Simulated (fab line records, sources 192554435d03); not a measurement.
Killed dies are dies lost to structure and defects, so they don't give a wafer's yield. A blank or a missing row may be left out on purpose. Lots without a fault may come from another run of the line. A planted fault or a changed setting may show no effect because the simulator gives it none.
Split-lot experiment | flow n5_finfet | 7 lots, 39 wafers read, on a route of 1938 steps

THE SPLIT
At N5_BEOL_M7_ILD_DEP_00 (deposits SiCOH lowk from DEMS/porogen, target thk 179.75 nm, time 33.4 s), the setting target_thk_a was moved away from the recipe's 1797.5 angstrom on 18 of the 39 wafers read, by -30.9% to +45.6%. The other wafers ran this setting at the recipe's value.

FROM THE SPLIT TO THE READING: what the file shows between them, 1 step
- N5_BEOL_M7_CURE_74: cures SiCOH lowk, time 240 s

THE READING
M7_ILD_THK, in nm, at N5_BEOL_M7_THK_MEAS_01. Fault-free wafers of this fab line usually give 155.9 nm, standard deviation 2 nm.

wafer  | tool, chamber at the split | target_thk_a as run, angstrom | against the recipe | M7_ILD_THK, nm | against lot-mates on the recipe
L076.1 | pecvd-01, 1                | 1242                          | -30.9%             | 106.0          | -47.8
L076.2 | pecvd-01, 2                | 1797.5                        | recipe             | 152.6          | -
L076.3 | pecvd-01, 0                | 1797.5                        | recipe             | 153.4          | -
L076.4 | pecvd-01, 0                | 1242                          | -30.9%             | 108.8          | -45.0
L076.5 | pecvd-01, 2                | 1797.5                        | recipe             | 155.3          | -
L076.6 | pecvd-01, 1                | 1242                          | -30.9%             | 107.1          | -46.7
L077.1 | pecvd-04, 2                | 2075                          | +15.4%             | 179.3          | +21.3
L077.2 | pecvd-04, 0                | 1797.5                        | recipe             | 156.5          | -
L077.3 | pecvd-04, 1                | 2075                          | +15.4%             | 180.6          | +22.6
L077.4 | pecvd-04, 0                | 2075                          | +15.4%             | 182.2          | +24.2
L077.5 | pecvd-04, 1                | 1797.5                        | recipe             | 159.1          | -
L077.6 | pecvd-04, 2                | 1797.5                        | recipe             | 158.4          | -
L078.1 | pecvd-04, 0                | 1254                          | -30.2%             | 105.5          | -50.0
L078.2 | pecvd-04, 1                | 1254                          | -30.2%             | 108.8          | -46.7
L078.3 | pecvd-04, 0                | 1797.5                        | recipe             | 155.3          | -
L078.4 | pecvd-04, 1                | 1254                          | -30.2%             | 110.3          | -45.2
L078.5 | pecvd-04, 0                | 1797.5                        | recipe             | 154.1          | -
L078.6 | pecvd-04, 1                | 1797.5                        | recipe             | 157.0          | -
L092.1 | pecvd-04, 2                | 1483                          | -17.5%             | 126.7          | -29.8
L092.2 | pecvd-04, 1                | 1483                          | -17.5%             | 129.6          | -26.9
L092.3 | pecvd-04, 0                | 1797.5                        | recipe             | 154.0          | -
L092.4 | pecvd-04, 1                | 1797.5                        | recipe             | 157.4          | -
L092.5 | pecvd-04, 0                | 1483                          | -17.5%             | 128.7          | -27.8
L092.6 | pecvd-04, 2                | 1797.5                        | recipe             | 158.2          | -
L086.1 | pecvd-03, 0                | 2618                          | +45.6%             | 225.9          | +71.2
L086.2 | pecvd-03, 1                | 1797.5                        | recipe             | 154.9          | -
L086.3 | pecvd-03, 2                | 1797.5                        | recipe             | 152.8          | -
L086.4 | pecvd-03, 1                | 2618                          | +45.6%             | 230.9          | +76.2
L086.5 | pecvd-03, 2                | 1797.5                        | recipe             | 156.5          | -
L086.6 | pecvd-03, 0                | 2618                          | +45.6%             | 229.8          | +75.1
L090.1 | pecvd-04, 1                | 1797.5                        | recipe             | 155.8          | -
L090.2 | pecvd-04, 0                | 2600                          | +44.6%             | 224.9          | +68.2
L090.3 | pecvd-04, 2                | 2600                          | +44.6%             | 224.5          | +67.8
L090.4 | pecvd-04, 0                | 1797.5                        | recipe             | 156.6          | -
L090.5 | pecvd-04, 2                | 2600                          | +44.6%             | 229.3          | +72.6
L090.6 | pecvd-04, 1                | 1797.5                        | recipe             | 157.8          | -
L094.1 | pecvd-03, 1                | 1797.5                        | recipe             | 155.0          | -
L094.2 | pecvd-03, 2                | 1797.5                        | recipe             | 156.8          | -
L094.6 | pecvd-03, 1                | 1797.5                        | recipe             | 159.2          | -

THE FIT
A straight line over all 39 wafers: M7_ILD_THK changes by +1.58 nm for each +1% of target_thk_a; r = +1.00; the points scatter about the line by 1.9 nm.
The same after taking each lot's own level away (the mean of its wafers on the recipe; 39 wafers): +1.57 nm for each +1%; r = +1.00; scatter 1.9 nm.
On that fit, the largest move of target_thk_a shifts the reading by 72 nm.
The lots' own levels span 153.77 to 158.00 nm, that is 2.1 times the standard deviation above.
So the lot-to-lot level changes the slope little: the two slopes agree.
Check: with one of the wafers moved furthest among these (+45.6%) left out of the fit, the line predicts +71.9 nm for it against its lot-mates. It came out at +71.2 nm against them.

OTHER SPLITS ON THESE WAFERS
These wafers also went through other splits before the reading. Each is held against what the fit with the lots' levels taken away leaves over:
other split on the same wafers   | wafers away from the commonest value | r with M7_ILD_THK (lot level and that fit taken away)
N5_BEOL_M1_TRENCH_ETCH_37 time_s | 12                                   | -0.01
N5_BEOL_M5_ILD_DEP_00 time_s     | 6                                    | -0.01

THE WHOLE CHAIN: every reading that the file lists as answering this split, in the file's order
step                   | what it does                                                             | reading                                                                                  | change (the file's fit)              | r (the file's)
N5_BEOL_M7_ILD_DEP_00  | deposits SiCOH lowk from DEMS/porogen, target thk 179.75 nm, time 33.4 s | SiCOH_lowk_of_BEOL_M7_ILD_DEP_00.thk_nm (the simulator's own value, which no gauge read) | +1.8 nm for each +1% of the setting  | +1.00
N5_BEOL_M7_CURE_74     | cures SiCOH lowk, time 240 s                                             | SiCOH_lowk_of_BEOL_M7_ILD_DEP_00.thk_nm (the simulator's own value, which no gauge read) | +1.57 nm for each +1% of the setting | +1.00
N5_BEOL_M7_THK_MEAS_01 |                                                                          | M7_ILD_THK                                                                               | +1.57 for each +1% of the setting    | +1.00

THE FILE'S OWN FIT
M7_ILD_THK changes by +1.57 nm for each +1% of target_thk_a, r = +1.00.
